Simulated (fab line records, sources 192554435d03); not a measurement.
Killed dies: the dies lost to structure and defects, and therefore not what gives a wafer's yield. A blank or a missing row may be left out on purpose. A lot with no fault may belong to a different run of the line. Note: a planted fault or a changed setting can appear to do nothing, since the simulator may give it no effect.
Split-lot experiment ; flow n5 finfet ; on a route of 1938 steps: 7 lots, 39 wafers read

ABOUT THE SPLIT
At N5_GATE_CUT_ETCH_56 (etches TiN in Cl2/Ar, target depth 21.6 nm), the setting target depth a was moved away from the recipe's 216 angstrom on 12 of the 39 wafers read, by -7.9% to +12.4%. All remaining wafers had this setting at the recipe value.

The split's own step is where the reading is taken.

THE READING
etch.depth nm (the simulator's own value, which no gauge read), in nm, at N5_GATE_CUT_ETCH_56 (etches TiN in Cl2/Ar, target depth 21.6 nm). The file does not state a usual value for it. The 27 wafers here that ran the recipe average 21.59 nm, standard deviation 0.36 nm.

wafer;tool, chamber at the split;target depth a as run, angstrom;against the recipe;etch.depth nm, nm;against lot-mates on the recipe
L074.1;rie metal-01, 0;239.2;+10.7%;23.47;+1.94
L074.2;rie metal-01, 1;216;recipe;21.78;-
L074.3;rie metal-01, 0;239.2;+10.7%;23.31;+1.78
L074.4;rie metal-01, 1;239.2;+10.7%;24.41;+2.88
L074.5;rie metal-01, 1;216;recipe;21.69;-
L074.6;rie metal-01, 0;216;recipe;21.11;-
L076.1;rie metal-02, 0;216;recipe;21.42;-
L076.2;rie metal-02, 1;216;recipe;21.89;-
L076.3;rie metal-02, 0;216;recipe;21.4;-
L076.4;rie metal-02, 1;216;recipe;21.76;-
L076.5;rie metal-02, 1;216;recipe;21.85;-
L076.6;rie metal-02, 0;216;recipe;21.26;-
L077.1;rie metal-03, 1;242.7;+12.4%;24.73;+3.07
L077.2;rie metal-03, 0;216;recipe;21.53;-
L077.3;rie metal-03, 0;242.7;+12.4%;24.08;+2.42
L077.4;rie metal-03, 1;216;recipe;22.07;-
L077.5;rie metal-03, 1;242.7;+12.4%;24.58;+2.92
L077.6;rie metal-03, 0;216;recipe;21.38;-
L079.1;rie metal-02, 1;227.4;+5.3%;22.98;+1.66
L079.2;rie metal-02, 0;227.4;+5.3%;22.34;+1.02
L079.3;rie metal-02, 0;216;recipe;20.92;-
L079.4;rie metal-02, 1;216;recipe;21.79;-
L079.5;rie metal-02, 0;216;recipe;21.26;-
L079.6;rie metal-02, 1;227.4;+5.3%;22.78;+1.46
L090.1;rie metal-02, 0;216;recipe;21.39;-
L090.2;rie metal-02, 1;216;recipe;22.06;-
L090.3;rie metal-02, 0;216;recipe;21.14;-
L090.4;rie metal-02, 1;216;recipe;21.95;-
L090.5;rie metal-02, 1;216;recipe;22.14;-
L090.6;rie metal-02, 0;216;recipe;21.33;-
L092.1;rie metal-02, 1;216;recipe;21.87;-
L092.2;rie metal-02, 0;198.9;-7.9%;19.68;-2.07
L092.3;rie metal-02, 1;216;recipe;22.08;-
L092.4;rie metal-02, 0;198.9;-7.9%;19.6;-2.15
L092.5;rie metal-02, 1;198.9;-7.9%;20.19;-1.56
L092.6;rie metal-02, 0;216;recipe;21.29;-
L097.2;rie metal-03, 1;216;recipe;21.81;-
L097.3;rie metal-03, 0;216;recipe;20.9;-
L097.5;rie metal-03, 1;216;recipe;21.83;-

THE FIT
A straight line over all 39 wafers: etch.depth nm changes by +0.219 nm for each +1% of target depth a; r = +0.95; the points scatter about the line by 0.37 nm.
The same after taking each lot's own level away (the mean of its wafers on the recipe; 39 wafers): +0.226 nm for each +1%; r = +0.96; scatter 0.36 nm.
That fit puts the effect of the largest move of target depth a on the reading at 2.8 nm.
The lots' own levels span 21.323 to 21.747 nm, that is 1.2 times the standard deviation above.
So the lot-to-lot level changes the slope little: the two slopes agree.
Check: for one of the wafers moved furthest among these (+12.4%), held out of the fit, the line's prediction against its lot-mates is +2.73 nm. It came out at +3.07 nm against them.

OTHER SPLITS APPLIED TO THESE WAFERS
Other splits were also applied to these wafers ahead of the reading. Each is held against what the fit with the lots' levels taken away leaves over:
other split on the same wafers;wafers away from the commonest value;r with etch.depth nm (lot level and that fit taken away)
N5_FIN_SAQP_MANDREL_ETCH_22 target depth a;15;+0.08
N5_FIN_CUT_CUT_ETCH_26 target depth a;15;+0.10
N5_DUMMY_GATE_HM_DEP_06 target thk a;30;+0.03
N5_DUMMY_GATE_ETCH_32 time s;18;-0.05
N5_SD_EPI_N_EPI_21 epi growth time s;18;+0.21
N5_SD_EPI_P_ETCHBACK_46 over etch frac;6;-0.14

THE FILE'S OWN FIT
etch.depth nm changes by +0.225 nm for each +1% of target depth a, r = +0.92.
